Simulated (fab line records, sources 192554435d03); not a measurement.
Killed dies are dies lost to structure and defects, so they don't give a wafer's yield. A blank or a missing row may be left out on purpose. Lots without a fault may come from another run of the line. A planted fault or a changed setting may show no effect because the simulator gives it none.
A struck lot beside a sound one | flow n5_finfet | 34 steps out of a route of 1938
Sound: wafers L170.1, L170.2, L170.4. Struck: wafer L179.4. (L179.1, L179.5 of the same lot were not struck and are left out.) The cause comes at the end.
At each step with rows: each side's tool, then ch and its chambers, then its first start. Under that, the readings that differ: sound wafers | struck wafers | difference of the means | sigmas: that difference in standard deviations of wafers without a fault.
alike: readings whose means differ by less than 2 such deviations, and words and numbers that are the same on both sides. not compared: withheld readings, readings that some wafer has no value for, bounds like >300 that may hide the same value, and numbers for which the record gives no deviation and whose values overlap.
The two part at a step that has a row with sigmas, a row that says differs or no value, or rows on one side only. Numbers that don't overlap but have no deviation are shown without sigmas and don't part them. A reading that every wafer of one side lacks parts them only if that side has two wafers or more.

first, 9 steps without rows for these wafers: N5_BEOL_M8_EXPOSE_25 (exposes mask V7, target cd 40 nm); N5_BEOL_M8_PEB_26 (peb time 60 s); N5_BEOL_M8_DEVELOP_27 (develop time 30 s); N5_BEOL_M8_DESCUM_33 (chemistry O2, time 7 s); N5_BEOL_M8_ETCH_72 (etches underlayer in N2/H2, target depth 6.5 nm, time 5.2 s); N5_BEOL_M8_ETCH_65 (etches SiARC in CF4, target depth 15.6 nm, time 26 s); N5_BEOL_M8_ETCH_66 (etches SOC in N2/H2, target depth 80 nm, overetch 16 nm, time 120 s); N5_BEOL_M8_STRIP_69 (strips in N2/H2); N5_BEOL_M8_STRIP_73 (strips in N2/H2).
N5_BEOL_M8_VIA_ETCH_34: etches SiCOH lowk in C4F6/O2, target depth 125.5 nm, time 50.5 s.
  sound on rie_diel-06 ch 0,1,2, day 11 09:34; struck on rie_diel-06 ch 3, day 13 12:52
  reading                | sound             | struck | difference | sigmas
  oes_product_au (a.u.)  | 0.72 0.75 0.83    | 0.93   | +0.16      | +2
  throttle_valve_pct (%) | 20.74 20.93 20.82 | 20.20  | -0.63      | -3
  alike: chamber_pressure_mTorr, drypump_motor_current_A, rf_fwd_power_W, rf_vpp_V, showerhead_plenum_p_Torr
  not compared: rf_hours_counter_h
then, 23 steps without rows for these wafers: N5_BEOL_M8_STRIP_76 (strips in C4F6/O2); N5_BEOL_M8_STRIP_36 (strips in N2/H2); N5_BEOL_M8_TRENCH_ETCH_37 (etches SiCOH lowk in C4F6/O2, target depth 93.478 nm, time 31.2 s); N5_BEOL_M8_ETCH_41 (etches SiCN in CH3F/O2, target depth 31.9 nm, time 57.8 s); N5_BEOL_M8_STRIP_80 (strips in N2/H2, time 10 s); N5_BEOL_M8_HM_STRIP_39 (strips TiN in peroxide tin strip, target depth 25 nm, time 158 s); N5_BEOL_M8_SRD_40 (time 30 s); N5_BEOL_M8_PRECLEAN_42 (cleans in residue remover, time 60 s); N5_BEOL_M8_SRD_43 (time 30 s); N5_BEOL_M8_CURE_75 (cures SiCOH lowk, time 120 s); N5_BEOL_M8_DEGAS_44 (time 60 s); N5_BEOL_M8_PRE_CLEAN_45 (time 30 s); N5_BEOL_M8_ALD_77 (deposits TaN, target thk 2 nm, pulse time 2 s, purge time 3 s); N5_BEOL_M8_SURFACE_TREAT_79; N5_BEOL_M8_CVD_78 (deposits Co from CCTBA/H2, target thk 2 nm, time 142.3 s); N5_BEOL_M8_SPUTTER_48 (material Cu, target thk 10 nm, time 1.667 s); N5_BEOL_M8_ECD_50 (material Cu, target thk 300 nm); N5_BEOL_M8_ANNEAL_51 (time 90 s); N5_BEOL_M8_CMP_52 (polishes, stops on SiCOH lowk, t overpolish 6.9 s, target thk 80 nm); N5_BEOL_M8_PRE_CLEAN_55 (time 15 s); N5_BEOL_M8_DEP_56 (deposits SiCN from 3MS/NH3, target thk 10 nm, time 17.5 s); N5_BEOL_M9_ILD_DEP_00 (deposits SiCOH lowk from DEMS/porogen, target thk 308.51 nm, time 58 s); N5_BEOL_M9_CURE_71 (cures SiCOH lowk, time 240 s).
-- the record jumps here: 3 days lie between the struck wafers' starts before and after (it left off in module BEOL_M9 and takes up again in module PASSIVATION, whose first step shown is number 1936 of the route) --
N5_PASSIVATION_PROBE_49:
  the record has rows for the struck wafers here (prober-02, day 16 11:53) and none for the sound ones

WHERE THEY PART
First at N5_BEOL_M8_VIA_ETCH_34; last, within this record, at N5_PASSIVATION_PROBE_49.

WHY: what the simulator had put in
Chamber particle source: rie_diel-06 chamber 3, from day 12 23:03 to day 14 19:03, at N5_BEOL_M8_VIA_ETCH_34. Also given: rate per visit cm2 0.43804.
